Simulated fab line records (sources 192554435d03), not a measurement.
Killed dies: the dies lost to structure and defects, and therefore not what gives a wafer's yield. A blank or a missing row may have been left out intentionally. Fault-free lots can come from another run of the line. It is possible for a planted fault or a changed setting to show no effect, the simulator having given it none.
Which tool was responsible? ; flow n5-finfet ; 23 lots with 69 wafers sampled at 2 steps, on a route of 1938 steps

== WHAT THE GAUGES SHOWED, per wafer ==
N5_SDB_INSPECT_36: inspects for defects (darkfield). Usual: raw-defect-count 35, standard deviation 15.
lot;measured;on;raw-defect-count;flag
L074;day 3 21:39;defect-inspect-02;48 24 48;
L075;day 4 02:14;defect-inspect-02;46 28 51;
L076;day 4 09:01;defect-inspect-02;42 46 31;
L077;day 4 15:50;defect-inspect-02;25 44 24;
L078;day 5 00:44;defect-inspect-01;57 67 28;
L079;day 5 02:56;defect-inspect-01;48 50 49;
L080;day 5 10:37;defect-inspect-01;32 25 25;
L081;day 5 13:47;defect-inspect-01;22 21 30;
L082;day 5 21:04;defect-inspect-02;26 37 44;
L083;day 6 02:52;defect-inspect-02;87 22 68;
L084;day 6 13:17;defect-inspect-01;15 34 32;
L085;day 6 21:59;defect-inspect-01;58 43 28;
L086;day 7 07:43;defect-inspect-02;27 17 22;
L087;day 8 00:56;defect-inspect-01;32 36 31;
L088;day 8 02:12;defect-inspect-01;25 35 22;
L089;day 8 03:10;defect-inspect-01;37 40 24;
L090;day 8 06:52;defect-inspect-01;24 42 45;
L091;day 8 08:05;defect-inspect-02;40 53 21;
L093;day 8 19:11;defect-inspect-02;10 13 12;
L094;day 8 21:48;defect-inspect-01;36 57 23;
L095;day 9 04:53;defect-inspect-02;35 34 27;
L096;day 9 13:11;defect-inspect-01;17 16 15;
L097;day 9 23:00;defect-inspect-02;54 28 33;

== TOOL THAT RAN EACH LOT (tool first, then ch and the chambers of the sampled wafers, then the start) ==
lot;N5_SDB_ALD_29
L074;ald-sin-04 ch 0,3, day 3 18:35
L075;ald-sin-02 ch 0,1, day 3 23:11
L076;ald-sin-01 ch 0,1,3, day 4 05:58
L077;ald-sin-02 ch 1,2,3, day 4 12:47
L078;ald-sin-01 ch 0,1, day 4 21:40
L079;ald-sin-04 ch 0,1,3, day 4 23:53
L080;ald-sin-01 ch 0,3, day 5 07:25
L081;ald-sin-01 ch 1,2,3, day 5 10:44
L082;ald-sin-04 ch 0,1,2, day 5 17:53
L083;ald-sin-04 ch 0,2,3, day 5 23:49
L084;ald-sin-02 ch 1,2,3, day 6 10:14
L085;ald-sin-02 ch 0,1,3, day 6 18:55
L086;ald-sin-02 ch 0,3, day 7 04:27
L087;ald-sin-02 ch 0,3, day 7 21:52
L088;ald-sin-04 ch 0,1,2, day 7 23:09
L089;ald-sin-01 ch 2,3, day 8 00:07
L090;ald-sin-01 ch 0,3, day 8 03:48
L091;ald-sin-04 ch 1,2,3, day 8 05:02
L093;ald-sin-02 ch 0,1, day 8 16:08
L094;ald-sin-04 ch 1,2,3, day 8 18:45
L095;ald-sin-04 ch 0,1,3, day 9 01:50
L096;ald-sin-01 ch 0,2,3, day 9 10:07
L097;ald-sin-02 ch 1,2, day 9 19:57
- N5_SDB_ALD_29: deposits SiNx, target thk 30 nm, pulse time 1 s, ald cycles 600.

== AS READ BY THE TOOLS THEMSELVES (means over the sampled wafers that have a number; for cases with no such wafer, the mark the record gives instead) ==
N5_SDB_ALD_29. Usual: heater-power-w 845 W, standard deviation 100; precursor-pulse-height-rel 1.001, standard deviation 0.019.
lot;tool;heater-power-w (W);precursor-pulse-height-rel;flag
L074;ald-sin-04;862;1.003;
L075;ald-sin-02;727;0.986;
L076;ald-sin-01;843;0.997;
L077;ald-sin-02;829;1.013;
L078;ald-sin-01;793;1.002;
L079;ald-sin-04;792;1.011;
L080;ald-sin-01;881;0.999;
L081;ald-sin-01;894;0.998;
L082;ald-sin-04;875;0.994;
L083;ald-sin-04;828;0.992;
L084;ald-sin-02;802;0.986;
L085;ald-sin-02;824;1.016;
L086;ald-sin-02;886;1.007;
L087;ald-sin-02;886;1.022;
L088;ald-sin-04;862;1.022;
L089;ald-sin-01;964;0.998;
L090;ald-sin-01;866;1.012;
L091;ald-sin-04;787;0.992;
L093;ald-sin-02;742;1.011;
L094;ald-sin-04;777;0.992;
L095;ald-sin-04;790;0.994;
L096;ald-sin-01;921;0.993;
L097;ald-sin-02;792;1.008;

== THE ANSWER, worked out from the rows above alone ==
Rule: a lot is off if the mean of its wafers that have a number lies more than 3 standard deviations from the usual mean. Also off: a lot with no number at a reading for which 4 or more lots have one. Where the step has rows for the other lots, those lots are counted as sound. Order of review: gauges by route order, followed by the tools' own readings, for which a lot's mean as printed above is used. At the first step where some lot is off, the reading lying furthest off is the one used; lots without a number count as furthest.
No lot is off on any of the readings shown, so nothing can be concluded from this.

== WHAT WAS PUT IN BY THE SIMULATOR ==
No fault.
